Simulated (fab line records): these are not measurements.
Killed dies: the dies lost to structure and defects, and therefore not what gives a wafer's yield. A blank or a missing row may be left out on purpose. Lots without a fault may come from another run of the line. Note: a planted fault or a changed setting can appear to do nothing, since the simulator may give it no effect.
Matching of chambers || flow nand harc || rie diel-11 running NHARC_P_M2_ETCH_35: 4 sister chambers
The step etches the open film in N2/H2, target depth 40 nm, overetch 12 nm, time 43.94 s. 4 wafers are shown with their chamber, then 12 later ones without.

== EACH WAFER AND ITS CHAMBER ==
{"wafer": "L088.5", "chamber": 3, "showerhead plenum p Torr (Torr)": 1.98}
{"wafer": "L089.1", "chamber": 1, "showerhead plenum p Torr (Torr)": 2.19}
{"wafer": "L089.2", "chamber": 2, "showerhead plenum p Torr (Torr)": 1.91}
{"wafer": "L089.6", "chamber": 0, "showerhead plenum p Torr (Torr)": 2.14}

== WAFERS WHOSE CHAMBER IS MISSING ==
{"wafer": "L094.3", "showerhead plenum p Torr (Torr)": 2.19}
{"wafer": "L094.4", "showerhead plenum p Torr (Torr)": 1.91}
{"wafer": "L094.5", "showerhead plenum p Torr (Torr)": 1.91}
{"wafer": "L093.2", "showerhead plenum p Torr (Torr)": 2.14}
{"wafer": "L093.3", "showerhead plenum p Torr (Torr)": 2.18}
{"wafer": "L093.5", "showerhead plenum p Torr (Torr)": 1.91}
{"wafer": "L095.1", "showerhead plenum p Torr (Torr)": 2.14}
{"wafer": "L095.2", "showerhead plenum p Torr (Torr)": 1.91}
{"wafer": "L095.4", "showerhead plenum p Torr (Torr)": 2.19}
{"wafer": "L096.3", "showerhead plenum p Torr (Torr)": 1.91}
{"wafer": "L096.5", "showerhead plenum p Torr (Torr)": 1.91}
{"wafer": "L096.6", "showerhead plenum p Torr (Torr)": 2.19}

== EACH ONE'S CHAMBER ==
{"wafer": "L094.3", "from the rows above": 1, "in truth": 1}
{"wafer": "L094.4", "from the rows above": 2, "in truth": 2}
{"wafer": "L094.5", "from the rows above": 2, "in truth": 2}
{"wafer": "L093.2", "from the rows above": 0, "in truth": 0}
{"wafer": "L093.3", "from the rows above": 1, "in truth": 1}
{"wafer": "L093.5", "from the rows above": 2, "in truth": 2}
{"wafer": "L095.1", "from the rows above": 0, "in truth": 0}
{"wafer": "L095.2", "from the rows above": 2, "in truth": 2}
{"wafer": "L095.4", "from the rows above": 1, "in truth": 1}
{"wafer": "L096.3", "from the rows above": 2, "in truth": 2}
{"wafer": "L096.5", "from the rows above": 2, "in truth": 2}
{"wafer": "L096.6", "from the rows above": 1, "in truth": 1}
12 of 12 placed correctly. Not placeable from these rows: 0. Number placed wrongly: 0.
How it was worked out, from the rows above alone: a wafer's distance from a chamber is the root of the sum, over the readings, of the square of ((its reading less the chamber's mean) divided by the reading's scatter). If the next closest chamber is less than 2 further off than the closest, the wafer can't be placed; otherwise it belongs to the closest. The mean given for a chamber averages the wafers shown for that chamber. The scatter (one wafer shown for each chamber): square how far every hidden wafer sits from the nearest shown wafer, average those squares and take the square root.
